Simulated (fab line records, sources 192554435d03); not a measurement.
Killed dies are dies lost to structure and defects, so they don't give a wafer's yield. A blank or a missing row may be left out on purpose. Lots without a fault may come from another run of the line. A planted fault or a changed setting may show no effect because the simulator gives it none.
Which tool did it? | flow n5_finfet | 12 lots, 36 wafers sampled, at 1 step of a route of 1938

WHAT THE GAUGES READ, wafer by wafer
N5_STI_FIN_REVEAL_THK_MEAS_05.
lot  | measured    | on            | thk_nm (nm)
L075 | day 2 17:28 | film_metro-01 | 130.7 131.4 132.7
L077 | day 3 04:28 | film_metro-01 | 132.1 131.6 131.8
L079 | day 3 16:37 | film_metro-02 | 130.3 128.8 131.7
L081 | day 4 04:37 | film_metro-02 | 130.3 131.6 131.1
L083 | day 4 17:02 | film_metro-01 | 132.2 131.5 133.1
L085 | day 5 03:56 | film_metro-01 | 130.8 130.2 130.6
L087 | day 5 14:22 | film_metro-02 | 131.7 131.2 131.1
L089 | day 6 04:20 | film_metro-01 | 131.8 132.4 131.2
L091 | day 6 16:16 | film_metro-01 | 133.1 133.0 133.2
L093 | day 7 04:24 | film_metro-02 | 131.5 132.1 132.7
L095 | day 7 15:35 | film_metro-01 | 132.1 132.0 131.4
L097 | day 8 03:11 | film_metro-02 | 134.1 132.3 132.2

WHICH TOOL RAN EACH LOT (tool, then ch and the chambers of the sampled wafers, then the start)
The record holds no process step before these readings.

THE ANSWER, worked out from the rows above alone
Rule: what is usual is taken from the lots themselves. Put in order of their means at a reading, lots are off if they are a third of the lots or fewer, leave a main group of 4 or more, and stand apart from it by a gap of 3 or more times the standard deviation of the main group's means; of several such gaps the widest counts. A main group whose means are all the same, to the digits that the tables above print for the reading, isn't used. A lot without any number at a reading at which 4 lots or more have one is off too. The other lots that the step has rows for count as sound.
No lot is off at any reading shown: from this, nothing can be told.

WHAT THE SIMULATOR HAD PUT IN
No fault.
